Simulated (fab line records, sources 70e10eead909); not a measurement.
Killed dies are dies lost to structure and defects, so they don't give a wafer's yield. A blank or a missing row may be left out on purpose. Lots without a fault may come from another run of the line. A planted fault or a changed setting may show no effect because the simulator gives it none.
Problem report in the 8D (eight disciplines) form, filled by code | flow nand_harc | the parts of the form that need people (team, actions taken, sign-off) are left out

1. THE PROBLEM
cd_nm at NHARC_A_CHANNEL_HOLE_D2_CD_MEAS_31 reads a mean of 0.7 nm on 6 wafers of 2 lots; wafers without a fault read 90.0 nm with a standard deviation of 1.1. That is -81 standard deviations from the usual mean.
First seen on wafer L112.2, day 19 15:38, on cd_sem-03. The record holds 36 wafers of 12 lots with a number at this step. Rule for "out", or "out of limits": more than 4 standard deviations from the usual mean. The other wafers with a number count as sound.

2. WHAT IT IS AND WHAT IT IS NOT
question                    | is                     | is not
which readings at this step | cd_nm                  | -
which lots                  | L112, L113             | L100, L101, L102, L103, L104, L105, L111, L114, L120, L999
which wafers of those lots  | all that have a number | -
read on which gauges        | cd_sem-01, cd_sem-03   | cd_sem-02
when                        | from day 19 15:38      | up to then (24 sound wafers); but 6 sound wafers of L114, L120 came after

3. SUSPECTS, AND WHAT RULES EACH OUT
Counting: a tool at a process step up to the reading stays a suspect if it ran every lot that is out and no sound lot after the first of them.
- the gauge at NHARC_A_CHANNEL_HOLE_D2_CD_MEAS_31: ruled out. The wafers that are out were read on 2 gauges (cd_sem-01, cd_sem-03).
- har_etch-01 at NHARC_A_CHANNEL_HOLE_D2_ETCH_20 (etches the open film in C4F8/O2/Ar, time 361.9 s, target depth 1600 nm): ruled out as a lasting fault. Sound lots L120 ran on it after its first lot that is out, L112 (day 19 10:13).
Left after counting: nothing in the record.

4. THE CAUSE (what the simulator had put in)
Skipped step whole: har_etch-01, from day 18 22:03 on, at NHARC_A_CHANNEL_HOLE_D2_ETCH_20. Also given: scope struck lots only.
Counting ruled it out, wrongly: the rule takes a fault to strike every lot that its tool runs from its start on, and this one did not.

5. THE CHAIN OF EFFECTS, in route order
Each row: a reading whose mean over the struck wafers that have a number lies more than 3 standard deviations from the usual. Only readings for which the record gives a usual standard deviation are gone through. hours: the time from each lot's start at the first step in this table that gives one to its start at this step, as a median over the lots. sigmas: the change in usual standard deviations.
hours | step                               | reading         | usual   | on struck wafers | change | sigmas
0     | NHARC_A_CHANNEL_HOLE_D2_CD_MEAS_31 | cd_nm           | 90.0 nm | 0.7              | -89.3  | -81
0     | NHARC_A_CHANNEL_HOLE_D2_XSEM_32    | bot_cd_nm       | 74.6 nm | 0.7              | -73.9  | -57
0     | NHARC_A_CHANNEL_HOLE_D2_XSEM_32    | bow_nm          | 8.62 nm | 0.31             | -8.31  | -33
268   | NHARC_END_SORT_01                  | killed_at_array | 53      | 667              | +614   | +34
268   | NHARC_END_SORT_01                  | killed_dies     | 58      | 677              | +619   | +34
The process steps in it:
- NHARC_A_CHANNEL_HOLE_D2_XSEM_32
Readings that are blank on the struck wafers while sound wafers have them: c4f8_flow_sccm at NHARC_A_CHANNEL_HOLE_D2_ETCH_20; chamber_pressure_mTorr at NHARC_A_CHANNEL_HOLE_D2_ETCH_20; drypump_motor_current_A at NHARC_A_CHANNEL_HOLE_D2_ETCH_20; showerhead_plenum_p_Torr at NHARC_A_CHANNEL_HOLE_D2_ETCH_20; throttle_valve_pct at NHARC_A_CHANNEL_HOLE_D2_ETCH_20.

6. WHAT WOULD HAVE CAUGHT IT SOONER
In this record the first reading out of limits at a measuring or inspecting step was taken at day 19 15:38, 18 hours after the fault began at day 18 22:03.
At NHARC_A_CHANNEL_HOLE_D2_ETCH_20 the tool's readings are blank on the struck wafers, where sound wafers have them: an empty tool record is the first sign, and it was there at once.
